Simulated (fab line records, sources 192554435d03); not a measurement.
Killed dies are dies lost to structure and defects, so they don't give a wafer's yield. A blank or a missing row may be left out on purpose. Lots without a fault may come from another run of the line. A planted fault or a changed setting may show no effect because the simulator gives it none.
fab line records | flow n5_finfet
record lots=11 wafers=33 last_day=18
route steps=1938 shown BEOL_M14@1765 MIM_TOP_LITHO@1848 TV_LITHO@1886 TV_OPEN@1888 PASSIVATION@1936
lots that met no fault: from a run of the same line without faults
start_h: hours from the record's first day to the start of the lot's first wafer shown | wait_h: hours since the lot's step before | " the same as in the row above | L1.1+2: a row that stands for several wafers | - no value, or no start given | * or withheld: withheld | < > ~ a bound
route shown NAME@n: a module of which the file shows steps, and the number in the route of the first | usual: mean/standard deviation of fault-free wafers | same: alike in all rows | chamber/n: place in a boat | sites: the reading at each site | _std_site: their standard deviation | _edge_site: outer sites' mean less inner sites' | radius_mm: how far each site lies from the wafer's centre | mask NAME#n: copy n | behind: the tool/chamber that last shaped the wafer | hold: why the lot was held/for how many hours/how that ended | device: the transistor (n, p or np) that didn't switch | end of line: the same wafers' tests at the end of the route | a step without rows: its recipe alone | killed: dies lost to structure and defects at the first sort, not the wafer's yield | map: a wafer's dies, x killed, . not, _ none there
set.NAME: the setting as run; set.NAME@STEP: as run at that earlier step | model.NAME: the simulator's own value behind a step, which no gauge read
steps of the route over a sample of lots; a table a step, a row a wafer
services: from which hour (start_h, from the record's first day; less than 0 if before it) a tool's chamber was out of use, for how many hours, and why
## steps
# step N5_BEOL_M14_ECD_47
# recipe material=Cu target_thk_a=12480
# columns lot.wafer tool chamber start_h wait_h
L180.1+4+6 ecd_cu-01 1,1,0 259.30 0.1
L181.2+3+6 ecd_cu-01 1,0,0 269.08 0.1
L184.2+3+5 ecd_cu-02 1,0,1 282.52 0.1
L182.1+3+6 ecd_cu-01 0 287.22 0.1
L183.2+4+6 ecd_cu-02 0,1,1 304.82 0.1
L189.1+5+6 ecd_cu-02 1,0,1 312.48 0.1
L193.2+5+6 ecd_cu-01 0,0,1 327.14 0.1
L195.1+4+6 ecd_cu-01 0 354.60 0.1
L201.2+5+6 ecd_cu-02 0,1,0 399.03 0.1
L203.2+3+6 ecd_cu-01 0,1,0 402.04 0.1
L202.4+5+6 ecd_cu-02 1,0,1 402.40 0.2
# step N5_MIM_TOP_LITHO_OVL_MEAS_11
# recipe points_per_wafer=44
# usual MIM_TOP_OVL=-1/5.7
# columns lot.wafer tool chamber start_h wait_h MIM_TOP_OVL[nm]
L180.1 overlay-02 0 273.54 0.0 10
L180.4 " 0 " " 3
L180.6 " 0 " " 0
L181.2 overlay-02 0 281.25 0.0 -5
L181.3 " 0 " " -1
L181.6 " 0 " " 1
L184.2 overlay-01 0 296.63 0.0 3
L184.3 " 0 " " 3
L184.5 " 0 " " 4
L182.1 overlay-02 0 298.73 0.0 -3
L182.3 " 0 " " 2
L182.6 " 0 " " -2
L183.2 overlay-02 0 315.49 0.0 -2
L183.4 " 0 " " -8
L183.6 " 0 " " 4
L189.1 overlay-02 0 326.61 0.0 9
L189.5 " 0 " " 8
L189.6 " 0 " " -2
L193.2 overlay-02 0 338.96 0.0 9
L193.5 " 0 " " 10
L193.6 " 0 " " 11
L195.1 overlay-01 0 364.73 0.0 3
L195.4 " 0 " " -4
L195.6 " 0 " " 0
L201.2 overlay-01 0 411.24 0.0 -8
L201.5 " 0 " " 2
L201.6 " 0 " " -10
L203.2 overlay-02 0 411.70 0.0 -5
L203.3 " 0 " " -8
L203.6 " 0 " " -3
L202.4 overlay-01 0 420.99 0.0 -8
L202.5 " 0 " " -2
L202.6 " 0 " " -7
# step N5_PASSIVATION_DESCUM_12
# recipe chemistry=O2 time_s=7.9 source_power_w=50 bias_power_w=20 pressure_mtorr=20 rf_frequency_hz=2.712e+07 temp_c=40 o2_flow_sccm=225
# usual drypump_motor_current_A=5.7/0.48 oes_product_au=0.80/0.068 rf_vpp_V=242.9/1.2 showerhead_plenum_p_Torr=2.08/0.06 throttle_valve_pct=20.35/0.2
# columns lot.wafer tool chamber start_h wait_h drypump_motor_current_A oes_product_au rf_hours_counter_h rf_vpp_V showerhead_plenum_p_Torr throttle_valve_pct
L180.1 rie_diel-01 0 276.01 0.0 5.5 0.86 55 242.2 2.03 20.13
L180.4 " 3 " " 6.0 0.82 80 242.8 2.11 20.37
L180.6 " 2 " " 5.3 0.87 - 242.4 2.05 20.31
L181.2 rie_diel-05 3 286.19 0.0 5.8 0.70 229 244.9 2.17 20.89
L181.3 " 0 " " 5.1 0.70 213 240.3 2.00 20.49
L181.6 " 3 " " 5.8 0.69 - 244.8 2.17 20.88
L182.1 rie_diel-03 2 302.44 0.0 5.8 0.75 147 243.2 2.09 20.30
L182.3 " 3 " " 6.5 0.84 67 245.4 2.21 20.35
L182.6 " 3 " " 6.5 0.84 - 245.5 2.21 20.37
L184.2 rie_diel-01 2 303.37 0.4 5.3 0.85 57 243.6 2.05 20.34
L184.3 " 1 " " 5.4 0.83 69 242.6 2.05 20.08
L184.5 " 2 " " 5.3 0.87 - 240.8 2.05 20.32
L183.2 rie_diel-01 1 318.60 0.1 5.4 0.81 76 241.3 2.04 20.08
L183.4 " 0 " " 5.5 0.83 69 242.1 2.02 20.17
L183.6 " 2 " " 5.3 0.85 - 243.8 2.05 20.36
L189.1 rie_diel-01 2 329.66 0.4 5.3 0.85 66 243.9 2.05 20.36
L189.5 " 3 " " 6.0 0.80 - 242.6 2.11 20.38
L189.6 " 2 " " 5.2 0.85 - 241.8 2.05 20.35
L193.2 rie_diel-01 3 342.83 0.0 6.1 0.80 100 243.2 2.11 20.38
L193.5 " 1 " " 5.4 0.82 - 241.2 2.04 20.11
L193.6 " 3 " " 6.0 0.80 - 243.4 2.11 20.38
L195.1 rie_diel-05 0 367.18 0.0 5.1 0.65 242 241.4 1.99 20.53
L195.4 " 1 " " 6.0 0.92 - 244.2 2.13 20.00
L195.6 " 2 " " 5.0 0.79 - 241.3 2.00 20.46
L201.2 rie_diel-01 3 414.03 0.0 6.0 0.78 121 243.0 2.10 20.42
L201.5 " 1 " " 5.4 0.79 - 240.9 2.03 20.12
L201.6 " 0 " " 5.5 0.81 - 241.3 2.01 20.20
L203.2 rie_diel-05 3 414.53 0.2 5.8 0.93 15 243.9 2.16 20.74
L203.3 " 2 " " 5.0 0.79 141 242.8 2.00 20.48
L203.6 " 3 " " 5.8 0.93 - 242.8 2.16 20.77
L202.4 rie_diel-01 2 424.31 0.0 5.3 0.82 93 241.6 2.04 20.38
L202.5 " 1 " " 5.4 0.78 - 242.3 2.03 20.15
L202.6 " 2 " " 5.2 0.81 - 242.3 2.04 20.39
# step N5_PASSIVATION_VIA_ETCH_13
# recipe chemistry=CHF3/O2 target=SiO2 target_depth_a=6600 CHF3_flow_sccm=50 O2_flow_sccm=5 Ar_flow_sccm=200 time_s=330 mask_material=PR pressure_mtorr=30 source_w=650 bias_w=170 ion_energy_ev=200 ends=cleared
# usual drypump_motor_current_A=5.7/0.48 etch_rf_on_time_s=238/6.6 mfc_ar_sccm=200.0/0.58 oes_o_777_au=0.79/0.059 oes_product_au=0.72/0.058 rf_vpp_V=525/19 showerhead_plenum_p_Torr=2.39/0.075 throttle_valve_pct=18.82/0.19
# columns lot.wafer tool chamber start_h wait_h drypump_motor_current_A etch_rf_on_time_s mfc_ar_sccm oes_o_777_au oes_product_au rf_hours_counter_h rf_vpp_V showerhead_plenum_p_Torr throttle_valve_pct
L180.1 rie_diel-01 0 276.17 0.0 5.5 225 199.5 0.84 0.78 55 534 2.37 18.77
L180.4 " 3 " " 6.0 242 199.4 0.84 0.74 80 497 2.47 18.95
L180.6 " 2 " " 5.3 244 199.5 0.87 0.78 - 536 2.35 18.64
L181.2 rie_diel-05 3 286.34 0.0 5.8 243 200.2 0.69 0.62 229 553 2.49 19.35
L181.3 " 0 " " 5.1 243 200.4 0.73 0.62 213 485 2.29 18.82
L181.6 " 3 " " 5.8 237 200.3 0.68 0.63 - 553 2.49 19.33
L182.1 rie_diel-03 2 302.60 0.0 5.8 243 200.2 0.76 0.67 147 512 2.42 18.85
L182.3 " 3 " " 6.5 236 200.5 0.83 0.75 67 516 2.57 18.86
L182.6 " 3 " " 6.5 241 199.2 0.83 0.75 - 514 2.57 18.88
L184.2 rie_diel-01 2 303.52 0.0 5.3 229 200.4 0.86 0.77 57 535 2.35 18.64
L184.3 " 1 " " 5.4 241 199.4 0.79 0.73 69 535 2.37 18.64
L184.5 " 2 " " 5.3 239 200.3 0.86 0.77 - 535 2.35 18.66
L183.2 rie_diel-01 1 318.76 0.0 5.4 236 199.9 0.78 0.72 76 534 2.36 18.62
L183.4 " 0 " " 5.5 225 199.2 0.82 0.76 69 531 2.36 18.80
L183.6 " 2 " " 5.2 243 200.3 0.85 0.77 - 536 2.34 18.65
L189.1 rie_diel-01 2 329.82 0.0 5.2 233 199.0 0.85 0.76 67 536 2.34 18.65
L189.5 " 3 " " 6.1 241 199.9 0.81 0.72 - 497 2.46 18.99
L189.6 " 2 " " 5.2 241 199.7 0.85 0.75 - 535 2.34 18.67
L193.2 rie_diel-01 3 342.99 0.0 6.0 236 199.6 0.81 0.73 100 497 2.46 18.99
L193.5 " 1 " " 5.4 238 200.0 0.78 0.73 - 534 2.36 18.64
L193.6 " 3 " " 6.0 235 200.1 0.81 0.72 - 496 2.46 18.99
L195.1 rie_diel-05 0 367.34 0.0 5.1 251 200.4 0.71 0.60 243 485 2.28 18.85
L195.4 " 1 " " 6.0 240 200.8 0.89 0.81 - 526 2.45 18.44
L195.6 " 2 " " 5.0 236 201.0 0.77 0.71 - 534 2.30 18.82
L201.2 rie_diel-01 3 414.19 0.0 6.0 232 199.5 0.79 0.71 121 496 2.45 19.04
L201.5 " 1 " " 5.4 244 198.7 0.76 0.69 - 535 2.35 18.68
L201.6 " 0 " " 5.5 231 200.7 0.80 0.74 - 530 2.35 18.83
L203.2 rie_diel-05 3 414.69 0.0 5.8 232 200.0 0.90 0.82 15 553 2.48 19.08
L203.3 " 2 " " 5.0 235 200.3 0.75 0.70 141 533 2.29 18.84
L203.6 " 3 " " 5.8 237 200.3 0.90 0.82 - 553 2.48 19.08
L202.4 rie_diel-01 2 424.47 0.0 5.3 237 199.6 0.82 0.72 93 535 2.33 18.70
L202.5 " 1 " " 5.4 242 199.7 0.75 0.70 - 535 2.35 18.68
L202.6 " 2 " " 5.3 241 199.1 0.81 0.72 - 534 2.33 18.69
# step N5_PASSIVATION_PROBE_49
# usual defect_limited_yield=91.5/1.4 killed_at_M0_to_M3=32/11 killed_at_M4_up=12/4.4 killed_at_contacts=13/6.1 killed_at_front_end=39/12 killed_at_other=3.9/3 killed_dies=100/17 killed_open=66/12 killed_short=33/7.4 sort_bin_4_leakage=0.03/0.14 sort_bin_5_function=5.0/0.95 sort_bin_6_memory=3.2/0.66 sort_bin_8_speed=0.0/0.33 sort_n_pass=1079/17 sort_yield_pct=91.4/1.5
# same gross_dies=1180 killed_at_back_side=0
# columns lot.wafer tool chamber start_h wait_h defect_limited_yield[%] killed_at_M0_to_M3 killed_at_M4_up killed_at_contacts killed_at_front_end killed_at_other killed_dies killed_open killed_short sort_bin_4_leakage[%] sort_bin_5_function[%] sort_bin_6_memory[%] sort_bin_8_speed[%] sort_n_pass sort_yield_pct[%]
L183.2 prober-01 - 325.23 0.1 86.4 40 57 18 37 8 160 78 29 0 7.1 5.5 0 1020 86.4
L183.4 prober-01 - 325.33 0.2 90.3 44 21 11 36 3 115 86 27 0 6.3 3.4 0 1065 90.3
L183.6 prober-01 - 325.43 0.3 91.6 37 10 10 40 2 99 61 35 0 4.9 3.2 0 1081 91.6
L189.1 prober-02 - 336.35 0.0 93.0 39 10 9 24 1 83 58 25 0 4.6 2.2 0 1097 93.0
L189.5 prober-02 - 336.55 0.2 89.4 26 54 2 37 6 125 59 27 0 6.3 4.1 0 1055 89.4
L189.6 prober-02 - 336.60 0.3 94.5 23 13 3 23 3 65 43 22 0 3.3 1.8 0 1115 94.5
L201.5 prober-01 - 421.94 0.2 92.5 24 9 19 32 5 89 63 24 0 4.1 3.2 0 1091 92.5
# killed by level:class
L183.2 BEOL_M14:unspecified=51 BEOL_M1:geometric_particle:open=11 BEOL_M2:geometric_particle:open=11 FIN_SAQP:geometric_particle:open=10 MOL_CONTACT_COAG:geometric_particle:open=9 MOL_CONTACT_COAG:geometric_particle:short=8 BEOL_M0_SAQP:geometric_particle:open=7 BEOL_M3:geometric_particle:open=5
L183.4 BEOL_M3:geometric_particle:open=13 FIN_SAQP:geometric_particle:open=11 BEOL_M2:geometric_particle:open=11 MOL_CONTACT_COAG:geometric_particle:open=8 BEOL_M4:geometric_particle:open=7 FIN_SAQP:geometric_particle:short=6 BEOL_M0_SAQP:geometric_particle:open=6 BEOL_M0_SAQP:geometric_particle:short=6
L183.6 FIN_SAQP:geometric_particle:short=14 BEOL_M1:geometric_particle:open=10 MOL_CONTACT_COAG:geometric_particle:open=8 BEOL_M0_SAQP:geometric_particle:open=7 DUMMY_GATE:geometric_particle:open=5 GATE_CUT:geometric_particle:short=5 BEOL_M0_SAQP:geometric_particle:short=5 BEOL_M8:geometric_particle:open=4
L189.1 BEOL_M3:geometric_particle:open=10 MOL_CONTACT_COAG:geometric_particle:open=6 BEOL_M0:geometric_particle:short=6 STI_FIN_REVEAL:geometric_particle:open=5 BEOL_M1:geometric_particle:open=5 FIN_SAQP:geometric_particle:open=4 DUMMY_GATE:geometric_particle:open=4 BEOL_M0_SAQP:geometric_particle:short=4
L189.5 BEOL_M14:unspecified=38 STI_FIN_REVEAL:geometric_particle:open=14 BEOL_M0_SAQP:geometric_particle:open=6 DUMMY_GATE:geometric_particle:open=5 GATE_CUT:geometric_particle:short=5 BEOL_M0_SAQP:geometric_particle:short=5 BEOL_M4:geometric_particle:open=4 BEOL_M3:geometric_particle:open=4
L189.6 BEOL_M3:geometric_particle:open=8 BEOL_M0_SAQP:geometric_particle:open=5 STI_FIN_REVEAL:geometric_particle:open=4 BEOL_M0:geometric_particle:short=4 FIN_SAQP:geometric_particle:open=3 FIN_SAQP:geometric_particle:short=3 MOL_CONTACT_COAG:geometric_particle:open=3 BEOL_M2:geometric_particle:short=3
L201.5 MOL_CONTACT_COAG:geometric_particle:open=16 FIN_SAQP:geometric_particle:open=12 BEOL_M1:geometric_particle:open=10 GATE_CUT:geometric_particle:open=4 BEOL_M0_SAQP:geometric_particle:short=4 BEOL_M5:geometric_particle:short=3 STI_FIN_REVEAL:geometric_particle:open=3 DUMMY_GATE:geometric_particle:open=3
## services
# columns tool chamber start_h hours kind
ecd_cu-01 - 242.54 4.9 pm
ecd_cu-02 - 254.00 7.6 pm
rie_diel-03 3 256.81 3.9 repair
ecd_cu-02 - 322.17 4.7 pm
rie_diel-01 0 339.95 5.7 repair
rie_diel-05 3 352.23 - clean
rie_diel-05 3 352.23 - consumable_replace:focus_ring
rie_diel-05 3 352.23 17.2 scheduled_down
rie_diel-05 3 352.23 17.2 vent_cycle
rie_diel-01 - 359.56 0.5 repair
rie_diel-01 - 382.50 0.2 repair
rie_diel-05 0 385.16 3.4 repair
rie_diel-05 0 396.15 - clean
rie_diel-05 0 396.15 - consumable_replace:focus_ring
rie_diel-05 0 396.15 - consumable_replace:showerhead
rie_diel-05 0 396.15 21.4 scheduled_down
rie_diel-05 0 396.15 21.4 vent_cycle
rie_diel-01 0 418.54 4.6 repair
## key
first_sign step=N5_PASSIVATION_PROBE_49 reading=killed_at_M4_up direction=up sigmas=9.7 usual=12 struck=56
effect step=N5_PASSIVATION_PROBE_49 reading=killed_dies direction=up sigmas=2.5 usual=100 struck=142
more_kills_born_at N5_BEOL_M14_ECD_47@ecd_cu-02=89
met_at N5_BEOL_M14_ECD_47
struck_lots L183,L189
struck_wafers L183.2,L189.5
not_acting_at N5_MIM_TOP_LITHO_OVL_MEAS_11,N5_PASSIVATION_DESCUM_12,N5_PASSIVATION_VIA_ETCH_13
onset_between 282.52 304.82
fault kind=chamber_particle_source tool=ecd_cu-02 chamber=0 onset_h=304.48 steps=N5_BEOL_M14_ECD_47 rate_per_visit_cm2=0.068373 end_h=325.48
